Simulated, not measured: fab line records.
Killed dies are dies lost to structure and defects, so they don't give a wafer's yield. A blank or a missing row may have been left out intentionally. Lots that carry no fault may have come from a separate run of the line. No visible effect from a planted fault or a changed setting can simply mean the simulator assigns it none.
Chamber matching	flow n5 finfet	N5_ZERO_LAYER_PECVD_02 on pecvd-01 has 3 sister chambers
The step deposits SiO2 from SiH4/N2O, target thk 10 nm, time 6 s. 3 wafers are shown with their chamber, then 12 later ones without.

WAFERS WITH THEIR CHAMBER
wafer	chamber	showerhead plenum p Torr (Torr)
L090.3	0	7.97
L090.4	2	8.28
L090.6	1	8.28

WAFERS WHOSE CHAMBER IS MISSING
wafer	showerhead plenum p Torr (Torr)
L091.2	7.96
L091.4	8.30
L091.6	7.99
L093.1	8.00
L093.5	7.98
L093.6	8.25
L096.1	8.29
L096.3	8.25
L096.5	7.98
L097.1	8.29
L097.2	8.27
L097.3	7.98

EACH ONE'S CHAMBER
wafer	from the rows above	in truth
L091.2	0	0
L091.4	can't be placed: 1 or 2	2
L091.6	0	0
L093.1	0	0
L093.5	0	0
L093.6	can't be placed: 1 or 2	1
L096.1	can't be placed: 1 or 2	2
L096.3	can't be placed: 1 or 2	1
L096.5	0	0
L097.1	can't be placed: 1 or 2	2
L097.2	can't be placed: 1 or 2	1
L097.3	0	0
6 of 12 placed correctly. Not placeable from these rows: 6 (in 6, the candidates include the true chamber). Wrongly placed: 0.
How it was worked out, from the rows above alone: a wafer's distance from a chamber is the root of the sum, over the readings, of the square of ((its reading less the chamber's mean) divided by the reading's scatter). If the next closest chamber is less than 2 further off than the closest, the wafer can't be placed; otherwise it belongs to the closest. A chamber's mean is the mean of its shown wafers. The scatter: with one shown wafer a chamber, the root of the mean of the squares of how far each hidden wafer lies from its nearest shown one.
